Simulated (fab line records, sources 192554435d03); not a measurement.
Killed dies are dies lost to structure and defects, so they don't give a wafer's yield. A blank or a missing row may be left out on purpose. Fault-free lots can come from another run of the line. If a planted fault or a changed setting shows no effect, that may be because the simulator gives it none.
A lot that was struck, set against a sound lot    flow n5Finfet    18 out of 1938 route steps
Sound: wafers L842.1, L842.4, L842.6. Struck: wafer L854.4. (L854.3 of the same lot was not struck and is left out.) The cause comes at the end.
Each step with rows lists, per side, the tool, then ch with its chambers, then its first start. Under that, the readings that differ: sound wafers    struck wafers    difference of the means    sigmas: that difference in standard deviations of wafers without a fault.
alike: same words and numbers on both sides, and readings whose means sit less than 2 such deviations apart. not compared: any withheld reading, any reading some wafer has no value for, any bound like >300 that may hide the same value, and any number with overlapping values for which the record gives no deviation.
Wherever a step has rows on one side only, a row that says differs or no value, or a row with sigmas, the two part there. Numbers that have no deviation but don't overlap get no sigmas and don't part them. Lack of a reading on every wafer of one side parts them only where that side has two or more wafers.

first, 7 steps without rows for these wafers: N5_BEOL_M8_COAT_60 (time 60 s, resist thk 35 nm); N5_BEOL_M8_COAT_05 (resist thk 90 nm); N5_BEOL_M8_EBR_07; N5_BEOL_M8_SOFTBAKE_06 (time 60 s); N5_BEOL_M8_EXPOSE_08 (exposes mask M8); N5_BEOL_M8_PEB_09 (peb time 60 s); N5_BEOL_M8_DEVELOP_10 (develop time 30 s).
N5_BEOL_M8_CD_MEAS_11: target cd 38.5 nm.
  sound on cdSem-02 ch 0, day 9 19:23; struck on cdSem-02 ch 0, day 14 02:13
  alike: cdNm
N5_BEOL_M8_OVL_MEAS_12:
  sound on overlay-02 ch 0, day 9 19:25; struck on overlay-01 ch 0, day 14 02:14
  alike: M8_OVL
N5_BEOL_M8_INSPECT_13: inspects for defects (brightfield).
  sound on defectInspect-02, day 9 19:26; struck on defectInspect-01, day 14 02:16
reading         sound        struck  difference  sigmas
rawDefectCount  315 423 260  508     +175        +2
N5_BEOL_M8_DESCUM_16: chemistry O2, time 7.9 s.
  sound on rieDiel-04 ch 0,1,3, day 9 19:38; struck on rieDiel-05 ch 3, day 14 03:58
  alike: drypumpMotorCurrentA, o2FlowSccm, oesProductAu, rfVppV, showerheadPlenumPTorr, throttleValvePct
  not compared: rfHoursCounterH
N5_BEOL_M8_ETCH_61: etches SiARC in CF4, target depth 45.5 nm, time 75.8 s.
  sound on rieDiel-04 ch 0,1,3, day 9 19:40; struck on rieDiel-05 ch 3, day 14 04:00
  alike: drypumpMotorCurrentA, etchRfOnTimeS, mfcArSccm, oesProductAu, rfVppV, showerheadPlenumPTorr, throttleValvePct
  not compared: rfHoursCounterH
N5_BEOL_M8_ETCH_62: etches SOC in N2/H2, target depth 110 nm, overetch 22 nm, time 165 s.
  sound on rieDiel-04 ch 0,1,3, day 9 19:43; struck on rieDiel-05 ch 3, day 14 04:03
reading                                    sound         struck  difference  sigmas
model.SiARC_of_BEOL_M8_COAT_60.thkNm (nm)  28 28.6 28.4  26.8    -1.5        
model.BEOL_M8.cdOffsetNm (nm)              0 -0.2 -0.6   1.4     +1.7        
  alike: drypumpMotorCurrentA, oesProductAu, rfVppV, showerheadPlenumPTorr, throttleValvePct
  not compared: rfHoursCounterH
then, 1 step without rows for these wafers: N5_BEOL_M8_STRIP_68 (strips in N2/H2).
N5_BEOL_M8_STRIP_67: strips in CF4.
  sound on rieDiel-04 ch 0,1,3, day 9 19:52; struck on rieDiel-05 ch 3, day 14 04:12
  alike: drypumpMotorCurrentA, oesProductAu, rfVppV, showerheadPlenumPTorr, throttleValvePct
  not compared: rfHoursCounterH
N5_BEOL_M8_HM_OPEN_17: chemistry Cl2/BCl3, target TiN, target depth 20 nm, overetch 6 nm.
  sound on rieMetal-01 ch 0,1, day 9 19:55; struck on rieMetal-02 ch 0, day 14 04:39
reading                        sound           struck  difference  sigmas
oesProductAu (a.u.)            0.53 0.52 0.52  0.70    +0.18       +2
model.BEOL_M8.cdOffsetNm (nm)  -0.2 -0.2 -0.6  1.4     +1.7        
  alike: drypumpMotorCurrentA, mfcArSccm, throttleValvePct
  not compared: rfHoursCounterH
N5_BEOL_M8_STRIP_19: strips in O2.
  sound on rieDiel-06 ch 1,2,3, day 9 20:01; struck on rieDiel-05 ch 3, day 14 04:50
  alike: drypumpMotorCurrentA, o2FlowSccm, oesProductAu, rfVppV, showerheadPlenumPTorr, throttleValvePct
  not compared: rfHoursCounterH
after that, 1 step had no rows for these wafers: N5_PASSIVATION_PROBE_49.

== WHERE THEY PART ==
First at N5_BEOL_M8_INSPECT_13; last, within this record, at N5_BEOL_M8_HM_OPEN_17. Later steps at which nothing parts them and some readings are alike: N5_BEOL_M8_STRIP_19.

WHY: the cause the simulator had injected
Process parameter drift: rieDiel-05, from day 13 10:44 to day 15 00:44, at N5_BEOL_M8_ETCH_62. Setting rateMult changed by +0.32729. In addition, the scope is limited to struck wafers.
